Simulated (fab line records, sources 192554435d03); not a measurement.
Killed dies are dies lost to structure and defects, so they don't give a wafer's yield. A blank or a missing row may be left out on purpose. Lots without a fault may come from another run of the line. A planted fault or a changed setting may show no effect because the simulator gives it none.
Chamber matching | flow n5_finfet | N5_BEOL_M2_ETCH_63 on rie_diel-03: 4 sister chambers
The step etches SiARC in CF4, target depth 15.6 nm, time 26 s. 24 wafers are shown with their chamber, then 12 later ones without.

WAFERS WITH THEIR CHAMBER
wafer  | chamber | drypump_motor_current_A (A) | throttle_valve_pct (%) | showerhead_plenum_p_Torr (Torr)
L074.2 | 3       | 5.4                         | 15.99                  | 2.10
L074.5 | 2       | 5.6                         | 15.04                  | 2.17
L074.6 | 3       | 5.4                         | 15.97                  | 2.10
L076.1 | 2       | 5.6                         | 15.03                  | 2.17
L076.4 | 0       | 6.4                         | 15.82                  | 2.14
L076.6 | 1       | 5.1                         | 15.33                  | 2.18
L077.1 | 1       | 5.1                         | 15.34                  | 2.17
L077.4 | 2       | 5.6                         | 15.03                  | 2.17
L077.5 | 0       | 6.4                         | 15.82                  | 2.14
L083.1 | 0       | 6.4                         | 15.83                  | 2.14
L083.4 | 3       | 5.5                         | 16.00                  | 2.09
L083.5 | 1       | 5.1                         | 15.36                  | 2.17
L084.1 | 1       | 5.1                         | 15.34                  | 2.17
L084.2 | 2       | 5.6                         | 15.07                  | 2.17
L084.5 | 3       | 5.4                         | 16.01                  | 2.09
L085.3 | 1       | 5.1                         | 15.36                  | 2.17
L085.4 | 0       | 6.4                         | 15.85                  | 2.14
L085.5 | 2       | 5.6                         | 15.06                  | 2.17
L087.1 | 0       | 6.4                         | 15.87                  | 2.13
L087.4 | 3       | 5.4                         | 16.02                  | 2.09
L087.6 | 3       | 5.4                         | 16.03                  | 2.09
L090.2 | 3       | 5.4                         | 16.02                  | 2.09
L090.3 | 2       | 5.6                         | 15.08                  | 2.16
L090.6 | 1       | 5.1                         | 15.38                  | 2.17

SIGNATURES (means of the wafers above)
reading                  | chamber 0 | chamber 1 | chamber 2 | chamber 3 | scatter within a chamber
drypump_motor_current_A  | 6.400     | 5.100     | 5.600     | 5.414     | 0.0207
throttle_valve_pct       | 15.8380   | 15.3517   | 15.0517   | 16.0057   | 0.0205
showerhead_plenum_p_Torr | 2.1380    | 2.1717    | 2.1683    | 2.0929    | 0.00441
Rule: a wafer's distance from a chamber is the root of the sum, over the readings, of the square of ((its reading less the chamber's mean) divided by the reading's scatter). The wafer belongs to the nearest chamber; if the next one is less than 2 further off, it can't be placed. The scatter: the root of (the sum of the squares of (reading less its chamber's mean) over the shown wafers, divided by (wafers less chambers)).

WAFERS WITHOUT THEIR CHAMBER
wafer  | drypump_motor_current_A (A) | throttle_valve_pct (%) | showerhead_plenum_p_Torr (Torr)
L091.1 | 6.4                         | 15.86                  | 2.13
L091.3 | 5.6                         | 15.08                  | 2.16
L091.6 | 5.1                         | 15.39                  | 2.17
L094.1 | 5.6                         | 15.11                  | 2.16
L094.4 | 6.4                         | 15.89                  | 2.13
L094.5 | 5.1                         | 15.40                  | 2.16
L095.1 | 5.6                         | 15.09                  | 2.16
L095.3 | 5.4                         | 15.52                  | 2.09
L095.6 | 5.1                         | 15.40                  | 2.16
L096.2 | 5.4                         | 15.55                  | 2.09
L096.3 | 6.4                         | 15.90                  | 2.13
L096.5 | 5.7                         | 15.11                  | 2.16

WHICH CHAMBER EACH WENT THROUGH
wafer  | from the rows above     | in truth
L091.1 | 0                       | 0
L091.3 | 2                       | 2
L091.6 | 1                       | 1
L094.1 | 2                       | 2
L094.4 | 0                       | 0
L094.5 | 1                       | 1
L095.1 | 2                       | 2
L095.3 | can't be placed: 3 or 1 | 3
L095.6 | 1                       | 1
L096.2 | 3                       | 3
L096.3 | 0                       | 0
L096.5 | 2                       | 2
Placed correctly: 11 of 12. Can't be placed from these rows: 1 (the true chamber is among the candidates in 1). Placed wrongly: 0.
